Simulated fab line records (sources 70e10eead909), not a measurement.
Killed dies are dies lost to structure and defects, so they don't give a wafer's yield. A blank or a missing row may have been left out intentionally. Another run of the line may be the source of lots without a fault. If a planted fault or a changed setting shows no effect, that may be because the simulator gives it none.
Code-filled problem report in 8D (eight disciplines) form	flow nand-harc	the parts of the form that need people (team, actions taken, sign-off) are left out

## 1. THE ISSUE
Wafers without a fault read 29, standard deviation 11; killed-at-array at NHARC_END_SORT_01 reads a mean of 674 on 9 wafers belonging to 3 lots. That is +59 standard deviations from the usual mean.
First seen on wafer L733.3, day 22 17:02, on prober-02. Wafers with a number at this step in the record: 9, from 3 lots. The rule behind "out" and "out of limits": a value lying over 4 standard deviations away from the usual mean. All remaining wafers that have a number are taken as sound.

## 2. WHAT IT IS, WHAT IT ISN'T
question	is	is not
which readings at this step	killed-at-array, killed-dies	killed-at-other, killed-at-periphery, killed-open, killed-short
which lots	L732, L733, L734	-
which wafers of those lots	all that have a number	-
read on which gauges	prober-01, prober-02	-
when	from day 22 17:02	up to then (0 sound wafers)

## 3. WHAT RULES OUT EACH SUSPECT
Counting: any tool at a process step up to the reading is kept as a suspect provided that every lot that is out went through it and no sound lot did after the first of them.
- ruled out: the gauge at NHARC_END_SORT_01. Those wafers that are out were read across 2 gauges (prober-01, prober-02).
- rie-metal-02 at NHARC_A_WL_FILL_ETCHBACK_04 (etches the open film in NF3, target depth 60 nm, time 120 s): kept. It ran every lot that is out, first L733 (day 18 13:52), and no sound lot after that. Out on those wafers are its own readings of oes-product-au.
- plasma-asher-02 at NHARC_A_WL_FILL_STRIP_27 (strips in N2/H2, time 20 s): kept. It ran every lot that is out, first L733 (day 18 14:13), and no sound lot after that.
The count leaves plasma-asher-02 at NHARC_A_WL_FILL_STRIP_27 and rie-metal-02 at NHARC_A_WL_FILL_ETCHBACK_04.

## 4. THE CAUSE (what the simulator had put in)
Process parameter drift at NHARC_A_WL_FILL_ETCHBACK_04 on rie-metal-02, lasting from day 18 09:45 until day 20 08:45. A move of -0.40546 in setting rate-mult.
After counting, 2 suspects remain, this tool included.

## 5. THE EFFECT CHAIN, in route order
Each row: a reading whose mean over the struck wafers that have a number lies more than 3 standard deviations from the usual. Readings are gone through only where the record gives a usual standard deviation; hours: the median, over the lots, of the time from a lot's start at the first step in this table giving one to that lot's start at this step; sigmas: the change measured in usual standard deviations.
hours	step	reading	usual	on struck wafers	change	sigmas
0	NHARC_A_WL_FILL_ETCHBACK_04	oes-product-au	1.000 a.u.	0.745	-0.255	-35
100	NHARC_END_SORT_01	killed-at-array	29	674	+645	+59
100	NHARC_END_SORT_01	killed-dies	33	677	+644	+59
Here are the process steps it includes:
- NHARC_A_WL_FILL_ETCHBACK_04: etches the open film in NF3, target depth 60 nm, time 120 s.
Readings that are blank on the struck wafers while sound wafers have them: rf-refl-power-W at NHARC_A_WL_FILL_STRIP_27.

## 6. WHAT WOULD HAVE CAUGHT IT SOONER
Counted from the fault's start at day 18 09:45, it took 103 hours until the first out-of-limits reading at a measuring or inspecting step in this record, taken at day 22 17:02.
Tool's own readings at NHARC_A_WL_FILL_ETCHBACK_04, oes-product-au: out on all struck wafers the step has rows for; an alarm limit on them would have tripped on the first.
By day 22 17:02 the whole set of lots that are out, 3 in number, had already begun NHARC_A_WL_FILL_ETCHBACK_04 on rie-metal-02. A hold on the tool at that time would have spared none of them.
